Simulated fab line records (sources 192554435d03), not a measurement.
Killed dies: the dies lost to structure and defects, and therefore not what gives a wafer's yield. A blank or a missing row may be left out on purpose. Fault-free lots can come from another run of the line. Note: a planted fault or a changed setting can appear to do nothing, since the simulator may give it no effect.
Struck lot and sound lot, side by side | flow n5_finfet | 14 out of 1938 route steps
Sound: these wafers, L607.2, L607.3, L607.6. Struck: wafer L609.1. The cause is given at the end.
Per side, at each step with rows, come the tool, then ch with its chambers, and then its first start. Under that, the readings that differ: sound wafers | struck wafers | difference of the means | sigmas: that difference in standard deviations of wafers without a fault.
alike: same words and numbers on both sides, and readings whose means sit less than 2 such deviations apart. not compared: any withheld reading, any reading some wafer has no value for, any bound like >300 that may hide the same value, and any number with overlapping values for which the record gives no deviation.
The two part at a step that has a row with sigmas, a row that says differs or no value, or rows on one side only. When numbers do not overlap yet have no deviation, they are printed without sigmas and do not part them. Lack of a reading on every wafer of one side parts them only where that side has two or more wafers.

N5_BEOL_M6_STRIP_80: strips in N2/H2, time 10 s.
  sound: rie_diel-05 ch 2,3; struck: rie_diel-05 ch 3
  alike: drypump_motor_current_A, oes_product_au, rf_vpp_V, showerhead_plenum_p_Torr, throttle_valve_pct
  not compared: rf_hours_counter_h
N5_BEOL_M6_OCD_MEAS_38:
  sound on ocd-02, day 12 04:25; struck on ocd-02, day 13 05:16
  alike: trench_depth_nm
then, 4 steps without rows for these wafers: N5_BEOL_M6_HM_STRIP_39 (strips TiN in peroxide tin strip, target depth 25 nm, time 158 s); N5_BEOL_M6_SRD_40 (time 30 s); N5_BEOL_M6_PRECLEAN_42 (cleans in residue remover, time 60 s); N5_BEOL_M6_SRD_43 (time 30 s).
N5_BEOL_M6_CD_MEAS_35: target cd 40 nm, target cd y 28 nm.
  sound on cd_sem-01, day 12 04:34; struck on cd_sem-01, day 13 05:25
  alike: cd_nm
N5_BEOL_M6_CURE_75: cures SiCOH lowk, time 120 s.
  sound on uv_cure-03 ch 0, day 12 04:43; struck on uv_cure-01 ch 0, day 13 05:27
  alike: lamp_power_pct, wafer_temp_C_max
N5_BEOL_M6_DEGAS_44: time 60 s.
  sound on pvd_sputter-02, day 12 06:13; struck on pvd_sputter-01, day 13 05:59
  reading            | sound       | struck | difference | sigmas
  heater_power_w (W) | 314 407 396 | 286    | -86        | -3
N5_BEOL_M6_PRE_CLEAN_45: time 30 s.
  sound on pvd_sputter-02, day 12 06:15; struck on pvd_sputter-01, day 13 06:01
  reading            | sound       | struck | difference | sigmas
  heater_power_w (W) | 323 395 396 | 286    | -85        | -3
then, 2 steps without rows for these wafers: N5_BEOL_M6_ALD_77 (deposits TaN, target thk 2 nm, pulse time 2 s, purge time 3 s); N5_BEOL_M6_SURFACE_TREAT_79.
N5_BEOL_M6_CVD_78: deposits Co from CCTBA/H2, target thk 2 nm, time 142.3 s.
  sound on cvd_co-01 ch 1,2, day 12 06:44; struck on cvd_co-01 ch 2, day 13 06:54
  reading          | sound             | struck | difference | sigmas
  run_length_s (s) | 164.9 164.9 164.9 | 250.0  | +85.1      | +99 or more
N5_BEOL_M6_SPUTTER_48: material Cu, target thk 10 nm, time 1.667 s.
  sound on pvd_sputter-02, day 12 06:51; struck on pvd_sputter-03, day 13 07:58
  alike: chamber_pressure_pa, throttle_valve_pct

WHERE THEY PART
Earliest at N5_BEOL_M6_DEGAS_44; latest, in this record, at N5_BEOL_M6_CVD_78. Later steps at which nothing parts them and some readings are alike: N5_BEOL_M6_SPUTTER_48.

WHY: what had been put in by the simulator
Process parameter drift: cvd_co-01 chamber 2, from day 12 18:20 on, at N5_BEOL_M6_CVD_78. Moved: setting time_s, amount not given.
